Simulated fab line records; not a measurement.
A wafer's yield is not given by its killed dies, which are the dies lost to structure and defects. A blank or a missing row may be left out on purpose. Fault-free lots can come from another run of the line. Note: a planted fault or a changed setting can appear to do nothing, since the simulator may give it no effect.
What tool caused it?	flow n5 finfet	Sampling: 12 lots, 36 wafers, 3 of 1938 route steps

## WHAT EACH GAUGE READ, for each wafer
N5_HKMG_FIN_THK_MEAS_70: measures by xrf.
lot	measured	on	HK_THK (nm)
L075	day 4 10:39	film metro-01	1.625 1.620 1.610
L077	day 4 22:52	film metro-01	1.635 1.626 1.631
L079	day 5 11:20	film metro-02	1.616 1.642 1.618
L081	day 5 20:11	film metro-02	1.608 1.646 1.647
L083	day 6 10:22	film metro-01	1.633 1.634 1.616
L085	day 6 21:55	film metro-01	1.608 1.614 1.589
L087	day 7 09:27	film metro-01	1.631 1.635 1.616
L089	day 7 22:13	film metro-02	1.640 1.631 1.602
L091	day 8 08:58	film metro-02	1.611 1.644 1.617
L093	day 8 20:03	film metro-01	1.609 1.621 1.593
L095	day 9 07:51	film metro-01	1.653 1.665 1.628
L097	day 9 19:17	film metro-01	1.606 1.625 1.637

## WHICH TOOL RAN EACH LOT (tool, then ch and the chambers of the sampled wafers, then the start)
lot	N5_SDB_ETCH_25	N5_HKMG_FIN_CVD_62
L075	rie diel-05 ch 0,1, day 4 03:17	thermal cvd si-01 ch 0,2, day 4 09:55
L077	rie diel-04 ch 2,3, day 4 15:05	thermal cvd si-01 ch 0,2, day 4 22:04
L079	rie diel-05 ch 1,2,3, day 5 02:12	thermal cvd si-01 ch 0,1,2, day 5 10:31
L081	rie diel-05 ch 0,1,3, day 5 12:49	thermal cvd si-01 ch 1,2, day 5 19:30
L083	rie diel-06 ch 0,1, day 6 03:01	thermal cvd si-01 ch 1,2, day 6 09:41
L085	rie diel-06 ch 1,3, day 6 14:24	thermal cvd si-01 ch 0,2, day 6 21:01
L087	rie diel-06 ch 1,2,3, day 7 01:49	thermal cvd si-01 ch 0,1,2, day 7 08:47
L089	rie diel-04 ch 0,2,3, day 7 14:56	thermal cvd si-02 ch 0,1,2, day 7 21:32
L091	rie diel-06 ch 1,2,3, day 8 01:17	thermal cvd si-02 ch 0,1, day 8 08:07
L093	rie diel-05 ch 2,3, day 8 12:16	thermal cvd si-02 ch 0,2, day 8 19:22
L095	rie diel-06 ch 0,1,2, day 8 23:52	thermal cvd si-02 ch 0,2, day 9 07:04
L097	rie diel-05 ch 0,1,2, day 9 12:04	thermal cvd si-02 ch 0,2, day 9 18:37
- N5_SDB_ETCH_25: etches SiO2 in C4F6/O2, target depth 10 nm, time 3.3 s.
- N5_HKMG_FIN_CVD_62: deposits a-Si from Si2H6, target thk 3 nm, time 20.8 s.

## THE ANSWER, worked out from the rows above alone
Rule: the lots themselves supply what counts as usual. The widest of any qualifying gaps counts: lots, ordered by their means at a reading, are off when they make up no more than a third of the lots, leave a main group of 4 or more, and stand apart from it by 3 or more times the standard deviation of that group's means. The tables above print the reading to a certain number of digits; a main group whose means all agree to those digits is not used. Also off: a lot with no number at a reading for which 4 or more lots have one. All remaining lots with rows at the step are treated as sound.
None of the lots is off at any reading shown; this tells nothing.

## WHAT THE SIMULATOR HAD INSERTED
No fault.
